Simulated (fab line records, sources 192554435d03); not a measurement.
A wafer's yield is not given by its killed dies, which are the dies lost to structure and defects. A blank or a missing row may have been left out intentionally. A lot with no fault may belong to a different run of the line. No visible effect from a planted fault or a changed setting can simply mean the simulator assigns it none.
Split-lot study + flow n5_finfet + on a route of 1938 steps: 7 lots, 39 wafers read

THE SPLIT ITSELF
At N5_DUMMY_GATE_ETCH_37 (etches SOC in N2/H2, target depth 60 nm, overetch 30 nm), the setting source_w was moved away from the recipe's 840 W on 12 of the 39 wafers read, by -12.1% to +17.0%. For the rest of the wafers, this setting stayed at what the recipe calls for.

The reading is taken at the split's own step.

THE READING
rf_vpp_V, in V, at N5_DUMMY_GATE_ETCH_37 (etches SOC in N2/H2, target depth 60 nm, overetch 30 nm). On this fab line, fault-free wafers typically give 524.8 V with a standard deviation of 2.5 V.

| wafer  | tool, chamber at the split | source_w as run, W | against the recipe | rf_vpp_V, V | against lot-mates on the recipe |
|--------|----------------------------|--------------------|--------------------|-------------|---------------------------------|
| L079.1 | rie_diel-02, 0             | 738.3              | -12.1%             | 549.9       | +25.2                           |
| L079.2 | rie_diel-02, 2             | 840                | recipe             | 523.1       | -                               |
| L079.3 | rie_diel-02, 1             | 738.3              | -12.1%             | 549.4       | +24.7                           |
| L079.4 | rie_diel-02, 1             | 840                | recipe             | 524.8       | -                               |
| L079.5 | rie_diel-02, 2             | 738.3              | -12.1%             | 546.9       | +22.2                           |
| L079.6 | rie_diel-02, 0             | 840                | recipe             | 526.2       | -                               |
| L084.1 | rie_diel-02, 1             | 840                | recipe             | 525.9       | -                               |
| L084.2 | rie_diel-02, 3             | 840                | recipe             | 529.0       | -                               |
| L084.3 | rie_diel-02, 2             | 969.8              | +15.5%             | 497.6       | -29.9                           |
| L084.4 | rie_diel-02, 0             | 840                | recipe             | 527.6       | -                               |
| L084.5 | rie_diel-02, 0             | 969.8              | +15.5%             | 502.6       | -24.9                           |
| L084.6 | rie_diel-02, 1             | 969.8              | +15.5%             | 501.2       | -26.3                           |
| L086.1 | rie_diel-05, 1             | 840                | recipe             | 522.5       | -                               |
| L086.2 | rie_diel-05, 0             | 740.6              | -11.8%             | 548.7       | +27.2                           |
| L086.3 | rie_diel-05, 2             | 840                | recipe             | 521.5       | -                               |
| L086.4 | rie_diel-05, 3             | 740.6              | -11.8%             | 548.9       | +27.4                           |
| L086.5 | rie_diel-05, 2             | 840                | recipe             | 520.5       | -                               |
| L086.6 | rie_diel-05, 1             | 740.6              | -11.8%             | 546.5       | +25.0                           |
| L087.1 | rie_diel-02, 3             | 840                | recipe             | 529.0       | -                               |
| L087.2 | rie_diel-02, 0             | 983.1              | +17.0%             | 500.4       | -26.7                           |
| L087.3 | rie_diel-02, 1             | 840                | recipe             | 525.7       | -                               |
| L087.4 | rie_diel-02, 2             | 983.1              | +17.0%             | 495.4       | -31.7                           |
| L087.5 | rie_diel-02, 3             | 983.1              | +17.0%             | 502.9       | -24.2                           |
| L087.6 | rie_diel-02, 0             | 840                | recipe             | 526.5       | -                               |
| L089.1 | rie_diel-05, 0             | 840                | recipe             | 525.9       | -                               |
| L089.3 | rie_diel-05, 1             | 840                | recipe             | 523.7       | -                               |
| L089.6 | rie_diel-05, 1             | 840                | recipe             | 524.5       | -                               |
| L093.1 | rie_diel-01, 0             | 840                | recipe             | 525.2       | -                               |
| L093.2 | rie_diel-01, 1             | 840                | recipe             | 525.7       | -                               |
| L093.3 | rie_diel-01, 3             | 840                | recipe             | 524.2       | -                               |
| L093.4 | rie_diel-01, 2             | 840                | recipe             | 518.3       | -                               |
| L093.5 | rie_diel-01, 3             | 840                | recipe             | 525.4       | -                               |
| L093.6 | rie_diel-01, 0             | 840                | recipe             | 525.0       | -                               |
| L097.1 | rie_diel-02, 0             | 840                | recipe             | 526.1       | -                               |
| L097.2 | rie_diel-02, 3             | 840                | recipe             | 527.6       | -                               |
| L097.3 | rie_diel-02, 1             | 840                | recipe             | 525.4       | -                               |
| L097.4 | rie_diel-02, 1             | 840                | recipe             | 525.9       | -                               |
| L097.5 | rie_diel-02, 3             | 840                | recipe             | 528.1       | -                               |
| L097.6 | rie_diel-02, 0             | 840                | recipe             | 526.7       | -                               |

FIT RESULTS
A straight line over all 39 wafers: rf_vpp_V changes by -1.69 V for each +1% of source_w; r = -0.98; the points scatter about the line by 2.7 V.
The same after taking each lot's own level away (the mean of its wafers on the recipe; 39 wafers): -1.84 V for each +1%; r = -0.99; scatter 2.4 V.
Per that fit: largest source_w move, reading shift of 31 V.
Measured against the standard deviation above, the lots' own levels, which go from 521.50 to 527.50 V, span 2.4 times it.
So the lot-to-lot level changes the slope little: the two slopes agree.
Check: -31 V against its lot-mates is what the line predicts for one of the wafers moved furthest among these (+17.0%) when that wafer is left out of the fit. It came out at -26.7 V against them.
Tool readings at the split's step, against how far the setting was moved: rf_vpp_V r = -0.98.

ADDITIONAL SPLITS CARRIED BY THESE WAFERS
Other splits were also applied to these wafers ahead of the reading. Each is held against what the fit with the lots' levels taken away leaves over:
| other split on the same wafers             | wafers away from the commonest value | r with rf_vpp_V (lot level and that fit taken away) |
|--------------------------------------------|--------------------------------------|-----------------------------------------------------|
| N5_FIN_SAQP_MANDREL_ETCH_22 target_depth_a | 18                                   | +0.05                                               |
| N5_FIN_CUT_ETCH_21 bias_w                  | 18                                   | +0.32                                               |
| N5_FIN_CUT_CUT_ETCH_26 target_depth_a      | 12                                   | +0.09                                               |

FILE'S OWN FIT
rf_vpp_V changes by -1.83 V for each +1% of source_w, r = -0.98.
